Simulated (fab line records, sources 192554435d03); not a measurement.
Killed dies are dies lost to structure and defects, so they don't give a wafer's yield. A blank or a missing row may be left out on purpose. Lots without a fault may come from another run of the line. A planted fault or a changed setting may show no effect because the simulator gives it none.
Chamber matching | flow n5_finfet | N5_BEOL_M1_STRIP_66 on rie_diel-05: 4 sister chambers
The step strips in CF4. 4 wafers are shown with their chamber, then 10 later ones without.

WAFERS WITH THEIR CHAMBER
wafer  | chamber | drypump_motor_current_A (A)
L074.3 | 2       | 5.9
L087.3 | 3       | 5.8
L087.4 | 1       | 5.8
L089.5 | 0       | 5.0

WAFERS WITHOUT THEIR CHAMBER
wafer  | drypump_motor_current_A (A)
L089.6 | 5.7
L092.1 | 5.9
L092.2 | 4.9
L092.3 | 5.8
L093.1 | 5.0
L093.2 | 5.9
L093.3 | 5.8
L095.1 | 5.0
L095.2 | 5.9
L095.3 | 5.9

WHICH CHAMBER EACH WENT THROUGH
wafer  | from the rows above     | in truth
L089.6 | can't be placed: 1 or 3 | 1
L092.1 | 2                       | 2
L092.2 | 0                       | 0
L092.3 | can't be placed: 1 or 3 | 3
L093.1 | 0                       | 0
L093.2 | 2                       | 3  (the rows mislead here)
L093.3 | can't be placed: 1 or 3 | 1
L095.1 | 0                       | 0
L095.2 | 2                       | 2
L095.3 | 2                       | 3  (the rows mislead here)
Placed correctly: 5 of 10. Can't be placed from these rows: 3 (the true chamber is among the candidates in 3). Placed wrongly: 2.
How it was worked out, from the rows above alone: a wafer's distance from a chamber is the root of the sum, over the readings, of the square of ((its reading less the chamber's mean) divided by the reading's scatter). The wafer belongs to the nearest chamber; if the next one is less than 2 further off, it can't be placed. A chamber's mean is the mean of its shown wafers. The scatter: with one shown wafer a chamber, the root of the mean of the squares of how far each hidden wafer lies from its nearest shown one.
